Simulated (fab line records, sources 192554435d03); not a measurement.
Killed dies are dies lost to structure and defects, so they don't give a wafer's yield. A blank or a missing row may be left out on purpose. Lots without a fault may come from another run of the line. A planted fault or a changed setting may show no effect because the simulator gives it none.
Which tool did it? | flow n5_finfet | 10 lots, 30 wafers sampled, at 6 steps of a route of 1938

WHAT THE GAUGES READ, wafer by wafer
N5_BEOL_M14_OCD_MEAS_35. Usual: trench_depth_nm 555 nm, standard deviation 15.
lot  | measured     | on     | trench_depth_nm (nm) | flag
L164 | day 11 09:28 | ocd-01 | 539 563 544          |
L163 | day 11 09:45 | ocd-01 | 540 547 539          |
L165 | day 11 16:28 | ocd-02 | 539 542 553          |
L166 | day 11 18:05 | ocd-02 | 541 563 558          |
L169 | day 12 12:23 | ocd-01 | 545 545 549          |
L176 | day 14 16:38 | ocd-02 | 543 576 558          |
L177 | day 15 06:03 | ocd-01 | 543 542 548          |
L180 | day 15 15:17 | ocd-01 | 556 549 575          |
L182 | day 16 04:35 | ocd-01 | 591 552 544          |
L183 | day 16 12:49 | ocd-02 | 549 563 595          |

N5_BEOL_M15_CD_MEAS_10: target cd 360 nm. Usual: cd_nm 360.4 nm, standard deviation 1.6.
lot  | measured     | on        | cd_nm (nm)        | flag
L164 | day 11 12:03 | cd_sem-01 | 358.9 363.7 360.3 |
L163 | day 11 12:13 | cd_sem-02 | 359.1 362.1 360.7 |
L165 | day 11 22:32 | cd_sem-02 | 360.9 360.3 361.7 |
L166 | day 12 01:39 | cd_sem-01 | 360.5 361.0 359.9 |
L169 | day 12 15:44 | cd_sem-02 | 362.2 360.0 361.0 |
L176 | day 14 21:34 | cd_sem-03 | 378.2 380.0 365.8 | OFF
L177 | day 15 09:11 | cd_sem-03 | 359.0 359.0 359.0 |
L180 | day 15 19:38 | cd_sem-02 | 362.0 359.0 359.6 |
L182 | day 16 07:07 | cd_sem-03 | 361.4 361.9 362.2 |
L183 | day 16 16:58 | cd_sem-02 | 362.9 360.6 361.2 |

N5_BEOL_M15_CD_MEAS_17: target cd 360 nm. Usual: cd_nm 361.2 nm, standard deviation 2.
lot  | measured     | on        | cd_nm (nm)        | flag
L164 | day 11 12:38 | cd_sem-01 | 360.7 365.4 363.0 |
L163 | day 11 12:54 | cd_sem-03 | 361.3 362.2 361.0 |
L165 | day 11 23:11 | cd_sem-01 | 361.3 361.5 364.3 |
L166 | day 12 03:13 | cd_sem-01 | 359.8 360.7 359.8 |
L169 | day 12 16:19 | cd_sem-03 | 362.1 361.1 360.7 |
L176 | day 14 22:10 | cd_sem-02 | 379.9 382.1 366.9 | OFF
L177 | day 15 09:46 | cd_sem-02 | 359.1 359.9 359.3 |
L180 | day 15 20:13 | cd_sem-01 | 363.1 360.2 361.1 |
L182 | day 16 07:42 | cd_sem-02 | 361.4 361.7 362.7 |
L183 | day 16 17:33 | cd_sem-01 | 363.3 362.2 363.4 |

WHICH TOOL RAN EACH LOT (tool, then ch and the chambers of the sampled wafers, then the start)
lot  | N5_BEOL_M14_DEP_53              | N5_BEOL_M15_EXPOSE_07             | N5_BEOL_M15_STRIP_63
L164 | pecvd-03 ch 1,2, day 11 11:14   | krf_scanner-01 ch 0, day 11 11:53 | rie_diel-04 ch 0,3, day 11 12:38 or earlier
L163 | pecvd-01 ch 1,2, day 11 11:17   | krf_scanner-02 ch 0, day 11 12:02 | rie_diel-02 ch 1,2, day 11 12:54 or earlier
L165 | pecvd-03 ch 1,2, day 11 21:51   | krf_scanner-02 ch 0, day 11 22:22 | rie_diel-04 ch 0,3, day 11 23:11 or earlier
L166 | pecvd-02 ch 0,1,2, day 12 00:50 | krf_scanner-01 ch 0, day 12 01:29 | rie_diel-05 ch 0,1,2, day 12 03:13 or earlier
L169 | pecvd-01 ch 2, day 12 15:01     | krf_scanner-01 ch 0, day 12 15:34 | rie_diel-05 ch 2,3, day 12 16:19 or earlier
L176 | pecvd-01 ch 0,2, day 14 20:46   | krf_scanner-02 ch 0, day 14 21:24 | rie_diel-04 ch 0,1,3, day 14 22:10 or earlier
L177 | pecvd-02 ch 0,1,2, day 15 08:30 | krf_scanner-01 ch 0, day 15 09:01 | rie_diel-04 ch 1,2, day 15 09:46 or earlier
L180 | pecvd-03 ch 0,1,2, day 15 18:50 | krf_scanner-01 ch 0, day 15 19:28 | rie_diel-04 ch 1,3, day 15 20:13 or earlier
L182 | pecvd-01 ch 0,2, day 16 06:26   | krf_scanner-01 ch 0, day 16 06:57 | rie_diel-05 ch 0,1,2, day 16 07:42 or earlier
L183 | pecvd-02 ch 1,2, day 16 16:10   | krf_scanner-01 ch 0, day 16 16:47 | rie_diel-05 ch 0,1,3, day 16 17:33 or earlier
- N5_BEOL_M14_DEP_53: deposits SiCN from 3MS/NH3, target thk 50 nm, time 17.8 s.
- N5_BEOL_M15_EXPOSE_07: exposes mask V14.
- N5_BEOL_M15_STRIP_63: strips in O2.

WHAT THE TOOLS THEMSELVES READ (means of the sampled wafers that have a number; where no wafer has one, the mark that the record gives instead)
N5_BEOL_M14_DEP_53. Usual: showerhead_plenum_p_Torr 4.164 Torr, standard deviation 0.02; throttle_valve_pct 18.4 %, standard deviation 1.2.
lot  | tool     | showerhead_plenum_p_Torr (Torr) | throttle_valve_pct (%) | flag
L164 | pecvd-03 | 4.179                           | 17.9                   |
L163 | pecvd-01 | 4.180                           | 20.1                   |
L165 | pecvd-03 | 4.171                           | 17.7                   |
L166 | pecvd-02 | 4.161                           | 17.9                   |
L169 | pecvd-01 | 4.173                           | 17.9                   |
L176 | pecvd-01 | 4.149                           | 19.0                   |
L177 | pecvd-02 | 4.161                           | 17.9                   |
L180 | pecvd-03 | 4.163                           | 18.3                   |
L182 | pecvd-01 | 4.168                           | 18.6                   |
L183 | pecvd-02 | 4.165                           | 17.0                   |

N5_BEOL_M15_EXPOSE_07. Usual: exposure_dose_mJ_cm2 41.34, standard deviation 0.13; stage_vel_mm_s 500.02 mm/s, standard deviation 0.26.
lot  | tool           | exposure_dose_mJ_cm2 | stage_vel_mm_s (mm/s) | flag
L164 | krf_scanner-01 | 41.20                | 499.75                |
L163 | krf_scanner-02 | 41.42                | 500.15                |
L165 | krf_scanner-02 | 41.44                | 500.29                |
L166 | krf_scanner-01 | 41.26                | 499.98                |
L169 | krf_scanner-01 | 41.20                | 499.65                |
L176 | krf_scanner-02 | 40.20                | 500.11                | OFF
L177 | krf_scanner-01 | 41.16                | 499.57                |
L180 | krf_scanner-01 | 41.25                | 500.04                |
L182 | krf_scanner-01 | 41.20                | 500.08                |
L183 | krf_scanner-01 | 41.22                | 500.37                |

N5_BEOL_M15_STRIP_63. Usual: drypump_motor_current_A 5.8 A, standard deviation 0.44; oes_product_au 0.77 a.u., standard deviation 0.09; rf_vpp_V 3.6 V, standard deviation 0.65; showerhead_plenum_p_Torr 2.08 Torr, standard deviation 0.059; throttle_valve_pct 16.73 %, standard deviation 0.3.
lot  | tool        | drypump_motor_current_A (A) | oes_product_au (a.u.) | rf_vpp_V (V) | showerhead_plenum_p_Torr (Torr) | throttle_valve_pct (%) | flag
L164 | rie_diel-04 | 5.2                         | 0.78                  | 3.7          | 2.01                            | 16.56                  |
L163 | rie_diel-02 | 6.1                         | 0.74                  | 3.7          | 2.07                            | 16.98                  |
L165 | rie_diel-04 | 5.2                         | 0.78                  | 3.4          | 2.01                            | 16.58                  |
L166 | rie_diel-05 | 5.9                         | 0.72                  | 3.3          | 2.15                            | 16.75                  |
L169 | rie_diel-05 | 5.6                         | 0.70                  | 3.8          | 2.12                            | 16.69                  |
L176 | rie_diel-04 | 5.2                         | 0.81                  | 3.3          | 2.05                            | 16.57                  |
L177 | rie_diel-04 | 5.9                         | 0.75                  | 3.7          | 2.09                            | 16.91                  |
L180 | rie_diel-04 | 5.2                         | 0.84                  | 3.2          | 2.10                            | 16.55                  |
L182 | rie_diel-05 | 5.9                         | 0.77                  | 3.3          | 2.13                            | 16.61                  |
L183 | rie_diel-05 | 6.2                         | 0.79                  | 3.2          | 2.09                            | 16.66                  |

THE ANSWER, worked out from the rows above alone
Rule: a lot is off if the mean of its wafers that have a number lies more than 3 standard deviations from the usual mean. A lot without any number at a reading at which 4 lots or more have one is off too. The other lots that the step has rows for count as sound. The gauges are gone through in route order, then the tools' own readings, and for those a lot's mean is taken as printed above. The first step at which some lot is off is used, and at that step the reading that is off furthest; a lot without a number counts as furthest.
Off: L176, at N5_BEOL_M15_CD_MEAS_10 (cd_nm).
A tool fits if, at a process step before that reading, it ran every lot that is off, and no sound lot after the first of them. The gauges at N5_BEOL_M15_CD_MEAS_10 aren't tried: what is off there is off at N5_BEOL_M15_CD_MEAS_17 too, on other tools, and a gauge's error can't cause that. One fits: krf_scanner-02 at N5_BEOL_M15_EXPOSE_07. Its last sound lot is L165 (day 11 22:22), its first lot that is off L176 (day 14 21:24): a fault that began between those two fits.
The tool's own readings at N5_BEOL_M15_EXPOSE_07 bear it out: on the lots that are off they differ by more than 5 times the standard deviation of the sound lots' means. exposure_dose_mJ_cm2 reads 40.20 there against 41.26 on the sound lots.

WHAT THE SIMULATOR HAD PUT IN
Process parameter drift: krf_scanner-02, from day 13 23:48 on, at N5_BEOL_M15_EXPOSE_07. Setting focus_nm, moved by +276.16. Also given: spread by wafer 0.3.
Lots struck among those shown: L176. The rule above found the same.
